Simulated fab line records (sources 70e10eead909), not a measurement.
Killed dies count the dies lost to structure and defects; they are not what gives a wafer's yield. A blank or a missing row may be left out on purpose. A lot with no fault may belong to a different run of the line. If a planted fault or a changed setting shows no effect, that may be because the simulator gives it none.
Matching of chambers	flow nandHarc	rieDiel-02 running NHARC_A_SGD_CUT_DESCUM_14: 4 sister chambers
The step chemistry O2, time 3 s. 14 wafers are shown with their chamber, then 7 later ones without.

== WAFERS, EACH WITH ITS CHAMBER ==
wafer	chamber	showerheadPlenumPTorr (Torr)	drypumpMotorCurrentA (A)	throttleValvePct (%)
L278.2	3	1.96	5.77	11.308
L278.3	2	1.93	5.96	11.299
L278.6	0	1.92	5.53	11.313
L280.1	3	1.96	5.77	11.308
L280.4	0	1.92	5.52	11.317
L280.6	3	1.96	5.76	11.305
L283.1	2	1.92	5.99	11.310
L283.3	1	1.81	5.73	11.313
L283.6	0	1.92	5.49	11.309
L290.1	3	1.95	5.79	11.314
L290.2	0	1.92	5.52	11.305
L290.3	1	1.81	5.69	11.316
L293.1	2	1.92	5.95	11.310
L293.3	0	1.92	5.51	11.314

SIGNATURES (means of the wafers above)
reading	chamber 0	chamber 1	chamber 2	chamber 3	scatter within a chamber
showerheadPlenumPTorr	1.9200	1.8100	1.9233	1.9575	0.00376
drypumpMotorCurrentA	5.5140	5.7100	5.9667	5.7725	0.0175
throttleValvePct	11.31160	11.31450	11.30633	11.30875	0.00464
Rule: a wafer lies at a distance from a chamber equal to the root of the sum of squares, over the readings, of (its reading less the chamber's mean, divided by the reading's scatter). If the next closest chamber is less than 2 further off than the closest, the wafer can't be placed; otherwise it belongs to the closest. The scatter is the square root of a quotient: the sum, over the shown wafers, of each reading's squared deviation from its chamber's mean, divided by wafers minus chambers.

== WAFERS WITH NO CHAMBER GIVEN ==
wafer	showerheadPlenumPTorr (Torr)	drypumpMotorCurrentA (A)	throttleValvePct (%)
L293.5	1.92	5.52	11.318
L294.1	1.95	5.79	11.312
L294.4	1.81	5.72	11.310
L294.6	1.92	5.50	11.311
L298.2	1.92	5.49	11.313
L298.3	1.95	5.79	11.302
L298.6	1.81	5.72	11.304

== WHICH CHAMBER EACH ONE RAN IN ==
wafer	from the rows above	in truth
L293.5	0	0
L294.1	3	3
L294.4	1	1
L294.6	0	0
L298.2	0	0
L298.3	3	3
L298.6	1	1
Placed correctly: 7 of 7. Left unplaced by these rows: 0. Wrongly placed: 0.
